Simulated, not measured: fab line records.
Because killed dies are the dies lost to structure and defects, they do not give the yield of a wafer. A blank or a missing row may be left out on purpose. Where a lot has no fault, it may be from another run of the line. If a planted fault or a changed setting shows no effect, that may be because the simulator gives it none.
fab line records	flow nand-harc	part 1 of 2: steps 1 to 23 of 38
record lots=5	wafers=15	last-day=33
route steps=1302 shown A_BLC@1111 A_M0@1137
lots untouched by any fault: they come from a run of this same line in which no faults occurred
start-h: hours from the record's first day to the start of the lot's first wafer shown	wait-h: hours since the lot's step before	" same as the row above	L1.1+2: a single row standing in for several wafers	- value missing, or start not given	* or withheld: withheld	< > ~ a bound
route shown NAME@n: NAME is a module with steps in the file, n the number in the route of the first one	usual: average and standard deviation across the fault-free wafers	same: alike in all rows	chamber/n: place in a boat	sites: readings site by site	_std_site: how widely they spread, as a standard deviation	_edge_site: the outer-site mean with the inner-site mean subtracted	radius-mm: how far each site lies from the wafer's centre	mask NAME#n: copy n	behind: the last tool/chamber to shape the wafer	hold: what put the lot on hold/how long, in hours/how the hold closed	device: names the non-switching transistor (n, p or np)	end of line: the same wafers' tests at the end of the route	a step given without rows: its recipe and nothing more	killed: at the first sort, the dies lost to defects and structure; wafer yield is something else	map: shows each die of a wafer: x if killed, . if not, _ if none is there
set.NAME: the setting that was run; set.NAME@STEP: the one run at that earlier step	model.NAME: the simulator's own value behind a step, which no gauge read
lots seen at some steps along the route; tables by step, rows by wafer
services: a tool's chamber out of use, with start hour (start-h, from the record's first day; less than 0 if before it), hours out, and reason
## steps
# step NHARC_A_BLC_COAT_04
# recipe spin-rpm=1500	resist-thk-nm=90
lot.wafer	tool	chamber	start-h	wait-h
L078.3+4+5	litho-track-06	0	-	-
L083.1+5+6	litho-track-04	0	-	-
L082.1+2+4	litho-track-06	0	-	-
L089.1+2+4	litho-track-04	0	-	-
L094.3+4+6	litho-track-06	0	-	-
# step NHARC_A_BLC_SOFTBAKE_05
# recipe temp-c=105	time-s=55
lot.wafer	tool	chamber	start-h	wait-h
L078.3+4+5	litho-track-06	0	-	-
L083.1+5+6	litho-track-04	0	-	-
L082.1+2+4	litho-track-06	0	-	-
L089.1+2+4	litho-track-04	0	-	-
L094.3+4+6	litho-track-06	0	-	-
# step NHARC_A_BLC_EBR_06
lot.wafer	tool	chamber	start-h	wait-h
L078.3+4+5	litho-track-06	0	-	-
L083.1+5+6	litho-track-04	0	-	-
L082.1+2+4	litho-track-06	0	-	-
L089.1+2+4	litho-track-04	0	-	-
L094.3+4+6	litho-track-06	0	-	-
# step NHARC_A_BLC_EXPOSE_07
# recipe na=1.35	target-cd-nm=100	dose-mj=67.97	mask-id=A_BLC
# usual focus-offset-nm=0.2/0.53	stage-vel-mm-s=499.99/0.24
lot.wafer	tool	chamber	start-h	wait-h	mask	focus-offset-nm	stage-vel-mm-s
L078.3	arfi-scanner-01	0	543.79	-	A_BLC#0	0.0	499.77
L078.4	"	0	"	"	A_BLC#0	0.2	499.67
L078.5	"	0	"	"	A_BLC#0	-0.2	499.73
L083.1	arfi-scanner-02	0	608.41	-	A_BLC#0	0.1	499.99
L083.5	"	0	"	"	A_BLC#0	0.8	499.57
L083.6	"	0	"	"	A_BLC#0	0.3	500.30
L082.1	arfi-scanner-03	0	610.35	-	A_BLC#0	-0.2	499.70
L082.2	"	0	"	"	A_BLC#0	0.1	500.08
L082.4	"	0	"	"	A_BLC#0	0.2	500.12
L089.1	arfi-scanner-03	0	663.89	-	A_BLC#0	0.3	500.16
L089.2	"	0	"	"	A_BLC#0	0.1	499.72
L089.4	"	0	"	"	A_BLC#0	0.4	499.97
L094.3	arfi-scanner-02	0	735.94	-	A_BLC#0	0.8	500.24
L094.4	"	0	"	"	A_BLC#0	0.4	500.04
L094.6	"	0	"	"	A_BLC#0	-0.4	499.88
# step NHARC_A_BLC_PEB_08
# recipe peb-temp-c=100	peb-time-s=65
lot.wafer	tool	chamber	start-h	wait-h
L078.3+4+5	litho-track-01	0	543.85	0.0
L083.1+5+6	litho-track-06	0	608.48	0.1
L082.1+2+4	litho-track-01	0	610.41	0.1
L089.1+2+4	litho-track-06	0	663.95	0.1
L094.3+4+6	litho-track-06	0	735.99	0.0
# step NHARC_A_BLC_DEVELOP_09
# recipe develop-time-s=35	dev-temp-c=23
lot.wafer	tool	chamber	start-h	wait-h
L078.3+4+5	litho-track-01	0	-	-
L083.1+5+6	litho-track-06	0	-	-
L082.1+2+4	litho-track-01	0	-	-
L089.1+2+4	litho-track-06	0	-	-
L094.3+4+6	litho-track-06	0	-	-
# step NHARC_A_BLC_CD_MEAS_10
# recipe target-cd-nm=100	landing-energy-ev=500
# usual cd-nm=99.9/0.57
lot.wafer	tool	chamber	start-h	wait-h	cd-nm
L078.3	cd-sem-02	0	543.93	-	99.4
L078.4	"	0	"	"	100.6
L078.5	"	0	"	"	100.4
L083.1	cd-sem-01	0	608.56	-	99.6
L083.5	"	0	"	"	99.0
L083.6	"	0	"	"	99.5
L082.1	cd-sem-01	0	610.49	-	99.3
L082.2	"	0	"	"	99.3
L082.4	"	0	"	"	100.1
L089.1	cd-sem-01	0	664.03	-	100.0
L089.2	"	0	"	"	100.3
L089.4	"	0	"	"	99.8
L094.3	cd-sem-01	0	736.08	-	99.9
L094.4	"	0	"	"	99.9
L094.6	"	0	"	"	99.1
# step NHARC_A_BLC_OVL_MEAS_11
# usual overlay-x-nm=0.1/0.79	overlay-y-nm=0.1/0.91
lot.wafer	tool	chamber	start-h	wait-h	overlay-x-nm	overlay-y-nm
L078.3	overlay-01	-	544.01	-	0.0	-0.9
L078.4	"	-	"	"	-0.2	-0.3
L078.5	"	-	"	"	-0.2	-0.1
L083.1	overlay-02	-	608.64	-	-0.7	-1.5
L083.5	"	-	"	"	-0.7	-2.1
L083.6	"	-	"	"	-1.1	-1.4
L082.1	overlay-01	-	610.58	-	0.6	0.0
L082.2	"	-	"	"	-0.1	0.2
L082.4	"	-	"	"	0.3	0.7
L089.1	overlay-01	-	664.12	-	-0.8	0.4
L089.2	"	-	"	"	-0.5	0.4
L089.4	"	-	"	"	0.3	0.5
L094.3	overlay-01	-	736.16	-	0.6	0.8
L094.4	"	-	"	"	0.6	0.2
L094.6	"	-	"	"	0.7	0.0
# step NHARC_A_BLC_INSPECT_12
# usual raw-defect-count=80/32
lot.wafer	tool	chamber	start-h	wait-h	raw-defect-count
L078.3	defect-inspect-01	-	544.05	0.0	103
L078.4	"	-	"	"	88
L078.5	"	-	"	"	97
L083.1	defect-inspect-01	-	608.68	0.0	140
L083.5	"	-	"	"	129
L083.6	"	-	"	"	140
L082.1	defect-inspect-01	-	610.62	0.0	33
L082.2	"	-	"	"	35
L082.4	"	-	"	"	29
L089.1	defect-inspect-01	-	664.15	0.0	48
L089.2	"	-	"	"	62
L089.4	"	-	"	"	53
L094.3	defect-inspect-01	-	736.20	0.0	115
L094.4	"	-	"	"	101
L094.6	"	-	"	"	116
# step NHARC_A_BLC_DESCUM_15
# recipe time-s=3	o2-flow-sccm=200	ar-flow-sccm=0	bias-power-w=0	chemistry=O2
# usual drypump-motor-current-A=5.8/0.46	oes-product-au=1.003/0.01	rf-vpp-V=57.9/0.82	showerhead-plenum-p-Torr=1.96/0.079	throttle-valve-pct=11.311/0.0089
lot.wafer	tool	chamber	start-h	wait-h	drypump-motor-current-A	oes-product-au	rf-hours-counter-h	rf-vpp-V	showerhead-plenum-p-Torr	throttle-valve-pct
L078.3	rie-diel-12	0	544.11	0.1	5.6	1.011	23	58.1	1.79	11.316
L078.4	"	3	"	"	5.9	0.989	26	58.1	1.91	11.320
L078.5	"	1	"	"	5.4	0.991	-	57.2	1.77	11.324
L083.1	rie-diel-04	2	608.75	0.1	5.4	1.010	4	58.0	2.03	11.321
L083.6	"	1	"	"	6.2	1.006	-	57.7	2.01	11.305
L083.5	"	2	"	"	5.4	1.014	-	58.1	2.03	11.303
L082.1	rie-diel-04	1	610.68	0.1	6.2	1.008	3	57.6	2.00	11.312
L082.2	"	3	"	"	6.1	1.010	5	57.6	1.88	11.296
L082.4	"	3	"	"	6.1	1.016	-	58.3	1.88	11.321
L089.4	rie-diel-04	2	664.22	0.1	5.4	0.996	8	57.4	2.02	11.310
L089.2	"	3	"	"	6.1	1.013	8	57.5	1.88	11.316
L089.1	"	0	"	"	5.1	1.006	6	57.3	2.03	11.295
L094.3	rie-diel-04	0	736.26	0.1	5.1	1.002	0	57.9	2.03	11.314
L094.4	"	2	"	"	5.3	1.011	0	58.4	2.02	11.316
L094.6	"	0	"	"	5.1	1.009	-	55.9	2.03	11.310
# step NHARC_A_BLC_ETCH_16
# recipe target-depth-a=390	over-etch-frac=0.3	time-s=65	ion-energy-ev=80	cf4-flow-sccm=150	ar-flow-sccm=0	rf-w=300	bias-w=100	chemistry=CF4
# usual bias-w=100.0/0.31	drypump-motor-current-A=5.8/0.45	oes-product-au=1.003/0.0096	rf-vpp-V=151.8/1.2	showerhead-plenum-p-Torr=1.81/0.066	throttle-valve-pct=13.284/0.0088
lot.wafer	tool	chamber	start-h	wait-h	bias-w	drypump-motor-current-A	oes-product-au	rf-hours-counter-h	rf-vpp-V	showerhead-plenum-p-Torr	throttle-valve-pct
L078.4	rie-diel-12	3	544.35	0.2	100.2	5.9	0.983	27	150.6	1.76	13.282
L078.3	"	0	"	"	99.9	5.6	1.004	24	149.7	1.66	13.272
L078.5	"	3	"	"	99.6	5.9	0.979	-	150.9	1.76	13.276
L083.1	rie-diel-04	3	608.86	0.1	100.2	6.1	0.999	4	151.7	1.74	13.281
L083.6	"	1	"	"	99.9	6.2	0.995	-	153.0	1.85	13.278
L083.5	"	2	"	"	100.2	5.4	1.002	-	152.5	1.86	13.293
L082.1	rie-diel-04	1	610.78	0.1	100.0	6.2	0.996	3	153.1	1.85	13.278
L082.2	"	2	"	"	99.6	5.4	1.002	4	152.9	1.86	13.273
L082.4	"	3	"	"	100.3	6.1	0.996	-	150.6	1.74	13.281
L089.2	rie-diel-04	3	664.31	0.1	100.5	6.1	0.997	8	151.5	1.74	13.285
L089.1	"	0	"	"	99.9	5.1	0.997	6	153.7	1.87	13.271
L089.4	"	1	"	"	100.0	6.2	0.992	7	151.0	1.85	13.289
L094.4	rie-diel-04	0	736.36	0.1	99.9	5.1	1.011	0	151.9	1.87	13.294
L094.3	"	1	"	"	100.1	6.2	1.000	0	152.2	1.85	13.279
L094.6	"	3	"	"	99.6	6.1	1.023	-	151.3	1.74	13.280
# step NHARC_A_BLC_ETCH_17
# recipe target-depth-a=3900	over-etch-frac=0.25	time-s=609.38	ion-energy-ev=200	n2-flow-sccm=150	h2-flow-sccm=150	ar-flow-sccm=0	rf-w=400	bias-w=150	chemistry=N2/H2
# usual bias-w=150.0/0.43	drypump-motor-current-A=5.8/0.44	h2-flow-sccm=150.0/0.43	oes-product-au=1.002/0.011	rf-vpp-V=432.1/2.5	showerhead-plenum-p-Torr=2.10/0.084	throttle-valve-pct=14.172/0.009
lot.wafer	tool	chamber	start-h	wait-h	bias-w	drypump-motor-current-A	h2-flow-sccm	oes-product-au	rf-hours-counter-h	rf-vpp-V	showerhead-plenum-p-Torr	throttle-valve-pct
L078.4	rie-diel-12	1	-	-	150.6	5.4	149.1	1.001	31	424.0	1.88	14.166
L078.3	"	3	"	"	149.6	5.9	149.2	0.981	27	430.6	2.03	14.160
L078.5	"	1	"	"	150.0	5.4	150.5	1.000	-	426.5	1.88	14.164
L083.1	rie-diel-04	3	-	-	149.5	6.1	149.5	1.000	5	430.3	2.00	14.189
L083.6	"	1	"	"	149.9	6.2	150.7	0.994	-	434.7	2.14	14.164
L083.5	"	2	"	"	150.9	5.4	150.6	1.002	-	433.8	2.16	14.171
L082.1	rie-diel-04	1	-	-	149.3	6.2	150.2	0.986	4	432.1	2.14	14.169
L082.2	"	2	"	"	150.6	5.4	150.3	0.997	5	435.5	2.16	14.170
L082.4	"	3	"	"	150.3	6.1	150.4	0.994	-	429.7	2.00	14.155
L089.1	rie-diel-04	3	-	-	149.2	6.1	149.7	1.009	8	431.4	2.00	14.157
L089.2	"	0	"	"	150.0	5.1	149.7	1.001	7	434.0	2.17	14.164
L089.4	"	2	"	"	148.9	5.4	149.5	1.002	8	434.0	2.16	14.172
L094.3	rie-diel-04	1	-	-	149.3	6.2	149.0	1.010	0	433.9	2.14	14.172
L094.4	"	2	"	"	150.8	5.4	149.9	1.015	0	433.3	2.16	14.156
L094.6	"	3	"	"	150.0	6.1	149.9	1.013	-	429.7	2.00	14.162
# step NHARC_A_BLC_ETCH_18
# recipe target-depth-a=9100	c4f8-flow-sccm=20	o2-flow-sccm=10	ar-flow-sccm=withheld	rf-w=600	bias-w=1500	chemistry=C4F8/O2/Ar
# usual bias-w=1500/4.9	oes-product-au=0.945/0.024	rf-vpp-V=981/5.6
lot.wafer	tool	chamber	start-h	wait-h	bias-w	oes-product-au	rf-hours-counter-h	rf-vpp-V
L078.4	rie-diel-12	2	-	-	1499	0.913	29	980
L078.3	"	3	"	"	1487	0.910	27	977
L078.5	"	1	"	"	1493	0.918	-	969
L083.1	rie-diel-04	1	-	-	1509	0.949	3	983
L083.5	"	3	"	"	1499	0.959	-	976
L083.6	"	2	"	"	1508	0.963	-	986
L082.1	rie-diel-04	1	-	-	1498	0.958	4	984
L082.2	"	3	"	"	1498	0.970	5	976
L082.4	"	1	"	"	1497	0.964	-	983
L089.4	rie-diel-04	3	-	-	1496	0.948	8	976
L089.2	"	0	"	"	1496	0.940	7	986
L089.1	"	1	"	"	1508	0.936	7	985
L094.3	rie-diel-04	3	-	-	1497	0.993	1	976
L094.4	"	1	"	"	1494	0.953	1	982
L094.6	"	3	"	"	1493	0.994	-	975
# step NHARC_A_BLC_CD_MEAS_19
# usual cd-nm=99.5/2.4
lot.wafer	tool	chamber	start-h	wait-h	cd-nm
L078.3	cd-sem-03	-	545.25	-	100.7
L078.4	"	-	"	"	104.3
L078.5	"	-	"	"	103.1
L083.1	cd-sem-03	-	609.90	-	98.0
L083.5	"	-	"	"	99.9
L083.6	"	-	"	"	96.8
L082.1	cd-sem-01	-	611.83	-	94.1
L082.2	"	-	"	"	101.0
L082.4	"	-	"	"	97.9
L089.1	cd-sem-02	-	665.18	-	97.8
L089.2	"	-	"	"	99.8
L089.4	"	-	"	"	101.3
L094.3	cd-sem-03	-	737.23	-	102.5
L094.4	"	-	"	"	96.2
L094.6	"	-	"	"	101.1
# step NHARC_A_BLC_STRIP_29
# recipe cf4-flow-sccm=150	ar-flow-sccm=0	bias-w=0	chemistry=CF4
# usual drypump-motor-current-A=5.8/0.44	oes-product-au=1.002/0.011	rf-vpp-V=59.6/0.84	showerhead-plenum-p-Torr=1.81/0.072	throttle-valve-pct=13.284/0.0087
# same bias-w=0
lot.wafer	tool	chamber	start-h	wait-h	drypump-motor-current-A	oes-product-au	rf-hours-counter-h	rf-vpp-V	showerhead-plenum-p-Torr	throttle-valve-pct
L078.3	rie-diel-04	0	545.32	0.1	5.1	0.987	1	60.6	1.87	13.295
L078.4	"	1	"	"	6.2	1.008	0	60.1	1.85	13.273
L078.5	"	1	"	"	6.2	0.990	-	59.9	1.85	13.273
L083.1	rie-diel-12	0	610.01	0.1	5.6	1.021	43	59.8	1.66	13.281
L083.6	"	1	"	"	5.5	0.996	-	59.3	1.64	13.284
L083.5	"	2	"	"	6.0	0.987	-	60.1	1.81	13.296
L082.4	rie-diel-06	0	611.91	0.1	6.5	0.996	12	59.4	1.70	13.273
L082.2	"	1	"	"	5.7	0.992	12	60.4	1.86	13.296
L082.1	"	2	"	"	6.1	1.017	11	60.5	1.85	13.292
L089.2	rie-diel-12	0	665.26	0.1	5.6	0.999	9	58.0	1.65	13.291
L089.1	"	1	"	"	5.4	1.002	8	59.8	1.91	13.290
L089.4	"	2	"	"	6.0	1.000	10	60.3	1.80	13.293
L094.4	rie-diel-06	3	737.30	0.1	5.3	1.019	6	60.4	1.85	13.286
L094.3	"	0	"	"	6.5	1.042	6	59.2	1.70	13.283
L094.6	"	0	"	"	6.5	1.033	-	58.5	1.70	13.282
# step NHARC_A_BLC_STRIP_21
# recipe o2-flow-sccm=500	ar-flow-sccm=0	bias-w=0	chemistry=O2
# usual drypump-motor-current-A=5.8/0.41	oes-product-au=1.002/0.0093	rf-vpp-V=57.9/0.96	showerhead-plenum-p-Torr=3.61/0.14	throttle-valve-pct=17.036/0.0086
# same bias-w=0
lot.wafer	tool	chamber	start-h	wait-h	drypump-motor-current-A	oes-product-au	rf-hours-counter-h	rf-vpp-V	showerhead-plenum-p-Torr	throttle-valve-pct
L078.3	rie-diel-04	2	545.45	0.1	5.4	1.002	0	58.7	3.72	17.040
L078.4	"	3	"	"	6.1	0.999	1	57.7	3.47	17.031
L078.5	"	0	"	"	5.1	0.990	-	57.9	3.73	17.035
L083.1	rie-diel-12	3	610.08	0.1	5.9	0.992	44	59.1	3.50	17.040
L083.6	"	3	"	"	5.9	0.990	-	57.0	3.50	17.036
L083.5	"	0	"	"	5.6	1.021	-	56.1	3.31	17.038
L082.4	rie-diel-06	1	612.01	0.1	5.8	0.995	12	59.7	3.70	17.030
L082.2	"	2	"	"	6.2	1.003	11	60.0	3.69	17.022
L082.1	"	3	"	"	5.3	1.005	11	58.4	3.69	17.035
L089.1	rie-diel-12	0	665.37	0.1	5.6	0.998	9	57.5	3.30	17.031
L089.4	"	1	"	"	5.4	0.993	8	56.7	3.80	17.031
L089.2	"	2	"	"	6.0	0.993	10	59.0	3.60	17.019
L094.3	rie-diel-06	2	737.42	0.1	6.1	1.010	6	58.0	3.68	17.043
L094.4	"	0	"	"	6.5	1.015	6	57.6	3.39	17.029
L094.6	"	1	"	"	5.7	0.996	-	57.8	3.70	17.046
# step NHARC_A_BLC_STRIP_22
# recipe time-s=600	temp-c=30	chemistry=post-etch-residue-remover
lot.wafer	tool	chamber	start-h	wait-h
L078.3+5+4	wet-bench-04	6,7,2	545.58	-
L083.6+5+1	wet-bench-07	6,7,2	610.25	-
L082.1+4+2	wet-bench-07	5,6,7	612.16	-
L089.1+2+4	wet-bench-04	6,7,2	665.52	-
L094.4+3+6	wet-bench-06	1,2,4	737.58	-
# step NHARC_A_BLC_DEGAS_30
# recipe temp-c=300	time-s=60
# usual heater-power-w=471/50
lot.wafer	tool	chamber	start-h	wait-h	heater-power-w
L078.4	pvd-sputter-02	-	545.85	-	442
L078.3	"	-	"	"	442
L078.5	"	-	"	"	441
L083.1	pvd-sputter-01	-	610.52	-	508
L083.5	"	-	"	"	466
L083.6	"	-	"	"	504
L082.1	pvd-sputter-03	-	612.44	-	429
L082.4	"	-	"	"	416
L082.2	"	-	"	"	493
L089.1	pvd-sputter-01	-	665.81	-	480
L089.2	"	-	"	"	560
L089.4	"	-	"	"	479
L094.3	pvd-sputter-03	-	737.83	-	508
L094.4	"	-	"	"	446
L094.6	"	-	"	"	398
# step NHARC_A_BLC_PRE_CLEAN_31
# recipe time-s=15	bias-v=250	gas=Ar
lot.wafer	tool	chamber	start-h	wait-h
L078.3+4+5	pvd-sputter-02	-	-	-
L083.1+5+6	pvd-sputter-01	-	-	-
L082.2+1+4	pvd-sputter-03	-	-	-
L089.2+4+1	pvd-sputter-01	-	-	-
L094.4+3+6	pvd-sputter-03	-	-	-
# step NHARC_A_BLC_PVD_32
# recipe target-thk-a=50	chamber-pressure-pa=5	power-w=5000	substrate-temp-c=200	time-s=17.7	material=Ti
# usual throttle-valve-pct=29.8/0.91
lot.wafer	tool	chamber	start-h	wait-h	throttle-valve-pct
L078.3	pvd-sputter-02	-	-	-	30.4
L078.4	"	-	"	"	30.4
L078.5	"	-	"	"	30.5
L083.1	pvd-sputter-01	-	-	-	30.1
L083.5	"	-	"	"	30.1
L083.6	"	-	"	"	29.5
L082.2	pvd-sputter-03	-	-	-	30.6
L082.1	"	-	"	"	31.2
L082.4	"	-	"	"	31.0
L089.4	pvd-sputter-01	-	-	-	30.1
L089.1	"	-	"	"	29.2
L089.2	"	-	"	"	27.8
L094.4	pvd-sputter-03	-	-	-	31.1
L094.3	"	-	"	"	30.3
L094.6	"	-	"	"	30.7
# step NHARC_A_BLC_ALD_23
# recipe target-thk-a=30	pulse-time-s=1	ald-cycles=150	temp-c=450	material=TiN
# usual heater-power-w=1163/150	precursor-pulse-height-rel=1.002/0.021
lot.wafer	tool	chamber	start-h	wait-h	heater-power-w	precursor-pulse-height-rel
L078.4	ald-metal-03	0	546.13	-	1079	1.012
L078.3	"	1	"	"	910	1.035
L078.5	"	2	"	"	1119	1.041
L083.1	ald-metal-01	3	610.79	-	1267	1.020
L083.6	"	1	"	"	1310	1.007
L083.5	"	2	"	"	1048	1.010
L082.1	ald-metal-01	1	612.70	-	1309	0.978
L082.4	"	2	"	"	1050	0.997
L082.2	"	0	"	"	1003	0.985
L089.1	ald-metal-02	3	666.04	-	1487	1.024
L089.2	"	0	"	"	1179	1.011
L089.4	"	1	"	"	1263	1.046
L094.3	ald-metal-03	3	738.10	-	1126	1.018
L094.4	"	1	"	"	921	0.994
L094.6	"	2	"	"	1100	1.029
# step NHARC_A_BLC_CVD_24
# recipe target-thk-a=1500	temp-c=300	pressure-torr=40	wf6-flow-sccm=40	h2-flow-sccm=1600	ar-flow-sccm=1560	time-s=434	material=W
# usual heater-power-w=478/41	throttle-valve-pct=8.13/0.25
lot.wafer	tool	chamber	start-h	wait-h	heater-power-w	throttle-valve-pct
L078.4	cvd-w-02	1	-	-	441	8.07
L078.3	"	0	"	"	458	8.18
L078.5	"	0	"	"	464	7.92
L083.1	cvd-w-02	0	-	-	467	7.98
L083.5	"	1	"	"	445	8.01
L083.6	"	0	"	"	438	8.12
L082.2	cvd-w-02	1	-	-	438	8.09
L082.1	"	0	"	"	453	8.20
L082.4	"	1	"	"	443	8.17
L089.2	cvd-w-02	1	-	-	458	7.55
L089.1	"	0	"	"	430	8.63
L089.4	"	0	"	"	428	8.29
L094.4	cvd-w-02	1	-	-	458	7.76
L094.3	"	0	"	"	425	8.20
L094.6	"	0	"	"	445	8.50
# step NHARC_A_BLC_CMP_25
# recipe t-overpolish-s=30	target-thk-nm=150
# usual motor-current-A=11.8/0.96	overpolish-run-s=30.001/0.0089	time-to-endpoint-s=29.7/2.8
lot.wafer	tool	chamber	start-h	wait-h	motor-current-A	overpolish-run-s	time-to-endpoint-s
L078.3	cmp-02	3	546.81	0.2	12.1	29.988	30.1
L078.4	"	2	"	"	13.1	30.012	33.3
L078.5	"	3	"	"	11.7	29.989	27.6
L083.1	cmp-04	1	611.57	0.5	12.3	30.000	34.1
L083.5	"	2	"	"	10.5	29.993	24.1
L083.6	"	3	"	"	12.2	29.987	33.0
L082.4	cmp-02	3	613.43	0.3	11.9	29.993	29.2
L082.1	"	0	"	"	12.9	30.002	33.9
L082.2	"	1	"	"	9.9	29.996	32.1
L089.1	cmp-02	1	666.77	0.4	9.9	30.006	27.5
L089.2	"	2	"	"	12.3	30.010	29.7
L089.4	"	3	"	"	12.1	29.993	26.2
L094.4	cmp-02	1	738.89	0.3	9.8	30.009	28.4
L094.3	"	2	"	"	12.8	30.000	29.7
L094.6	"	0	"	"	12.9	29.991	27.8
